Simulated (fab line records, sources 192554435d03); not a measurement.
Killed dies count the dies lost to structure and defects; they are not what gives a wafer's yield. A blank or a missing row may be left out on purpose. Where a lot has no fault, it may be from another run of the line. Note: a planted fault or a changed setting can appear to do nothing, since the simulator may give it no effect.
What tool caused it? / flow n5-finfet / 10 lots, 28 wafers sampled, at 4 steps of a route of 1938

== WHAT THE GAUGES READ, wafer by wafer ==
N5_BEOL_M9_THK_MEAS_01.
lot=L270; measured=day 10 12:28; on=film-metro-01; M9_ILD_THK (nm)=262 270
lot=L271; measured=day 10 18:45; on=film-metro-02; M9_ILD_THK (nm)=264 264 268
lot=L276; measured=day 11 21:31; on=film-metro-01; M9_ILD_THK (nm)=304 309 311
lot=L277; measured=day 12 02:08; on=film-metro-02; M9_ILD_THK (nm)=307 314 308
lot=L283; measured=day 12 20:48; on=film-metro-01; M9_ILD_THK (nm)=268 267 272
lot=L284; measured=day 13 21:38; on=film-metro-02; M9_ILD_THK (nm)=259 261 268
lot=L285; measured=day 14 01:56; on=film-metro-01; M9_ILD_THK (nm)=267 272 266
lot=L286; measured=day 14 18:11; on=film-metro-01; M9_ILD_THK (nm)=269 275
lot=L289; measured=day 15 00:10; on=film-metro-01; M9_ILD_THK (nm)=274 267 270
lot=L288; measured=day 15 01:36; on=film-metro-01; M9_ILD_THK (nm)=264 269 271

== WHICH TOOL RAN EACH LOT (tool, then ch and the chambers of the sampled wafers, then the start) ==
lot=L270; N5_BEOL_M8_ETCH_41=rie-diel-04 ch 1,3, day 10 10:18 or earlier; N5_BEOL_M8_SPUTTER_48=pvd-sputter-02, day 10 10:18; N5_BEOL_M9_CURE_71=uv-cure-03 ch 2, day 10 11:57
lot=L271; N5_BEOL_M8_ETCH_41=rie-diel-06 ch 0,2,3, day 10 17:10 or earlier; N5_BEOL_M8_SPUTTER_48=pvd-sputter-02, day 10 17:10; N5_BEOL_M9_CURE_71=uv-cure-01 ch 0, day 10 18:19
lot=L276; N5_BEOL_M8_ETCH_41=rie-diel-06 ch 2,3, day 11 19:19 or earlier; N5_BEOL_M8_SPUTTER_48=pvd-sputter-03, day 11 19:19; N5_BEOL_M9_CURE_71=uv-cure-03 ch 1, day 11 21:01
lot=L277; N5_BEOL_M8_ETCH_41=rie-diel-05 ch 0,1,2, day 11 23:52 or earlier; N5_BEOL_M8_SPUTTER_48=pvd-sputter-02, day 11 23:52; N5_BEOL_M9_CURE_71=uv-cure-03 ch 2, day 12 01:37
lot=L283; N5_BEOL_M8_ETCH_41=rie-diel-05 ch 2,3, day 12 18:47 or earlier; N5_BEOL_M8_SPUTTER_48=pvd-sputter-03, day 12 18:47; N5_BEOL_M9_CURE_71=uv-cure-01 ch 0, day 12 20:17
lot=L284; N5_BEOL_M8_ETCH_41=rie-diel-05 ch 0,1, day 13 20:03 or earlier; N5_BEOL_M8_SPUTTER_48=pvd-sputter-01, day 13 20:03; N5_BEOL_M9_CURE_71=uv-cure-02 ch 0, day 13 21:07
lot=L285; N5_BEOL_M8_ETCH_41=rie-diel-04 ch 0,2,3, day 14 00:19 or earlier; N5_BEOL_M8_SPUTTER_48=pvd-sputter-01, day 14 00:19; N5_BEOL_M9_CURE_71=uv-cure-02 ch 0, day 14 01:25
lot=L286; N5_BEOL_M8_ETCH_41=rie-diel-05 ch 0,2, day 14 16:35 or earlier; N5_BEOL_M8_SPUTTER_48=pvd-sputter-02, day 14 16:35; N5_BEOL_M9_CURE_71=uv-cure-02 ch 1, day 14 17:40
lot=L289; N5_BEOL_M8_ETCH_41=rie-diel-06 ch 0,1,2, day 14 22:34 or earlier; N5_BEOL_M8_SPUTTER_48=pvd-sputter-03, day 14 22:34; N5_BEOL_M9_CURE_71=uv-cure-03 ch 2, day 14 23:39
lot=L288; N5_BEOL_M8_ETCH_41=rie-diel-05 ch 1,2,3, day 14 23:55 or earlier; N5_BEOL_M8_SPUTTER_48=pvd-sputter-01, day 14 23:55; N5_BEOL_M9_CURE_71=uv-cure-01 ch 0, day 15 01:15
- N5_BEOL_M8_ETCH_41: etches SiCN in CH3F/O2, target depth 31.9 nm, time 57.8 s.
- N5_BEOL_M8_SPUTTER_48: material Cu, target thk 10 nm, time 1.667 s.
- N5_BEOL_M9_CURE_71: cures SiCOH lowk, time 240 s.

== THE ANSWER, worked out from the rows above alone ==
Rule: the lots themselves supply what counts as usual. Put in order of their means at a reading, lots are off if they are a third of the lots or fewer, leave a main group of 4 or more, and stand apart from it by a gap of 3 or more times the standard deviation of the main group's means; of several such gaps the widest counts. A main group whose means are all the same, to the digits that the tables above print for the reading, isn't used. Also off: a lot with no number at a reading for which 4 or more lots have one. All remaining lots with rows at the step are treated as sound.
Off: L276, L277, seen at N5_BEOL_M9_THK_MEAS_01 (M9_ILD_THK). The main group: mean 268 nm, standard deviation 2.8.
A tool fits if, at a process step before that reading, it ran every lot that is off, and no sound lot after the first of them. Those tools and the gauges at N5_BEOL_M9_THK_MEAS_01 are tried in the same way. Because N5_BEOL_M8_ETCH_41 lacks a start for some lots, the hours and order of its lots are taken from N5_BEOL_M8_SPUTTER_48. Not one of the candidates tried fits.

== WHAT THE SIMULATOR PUT IN ==
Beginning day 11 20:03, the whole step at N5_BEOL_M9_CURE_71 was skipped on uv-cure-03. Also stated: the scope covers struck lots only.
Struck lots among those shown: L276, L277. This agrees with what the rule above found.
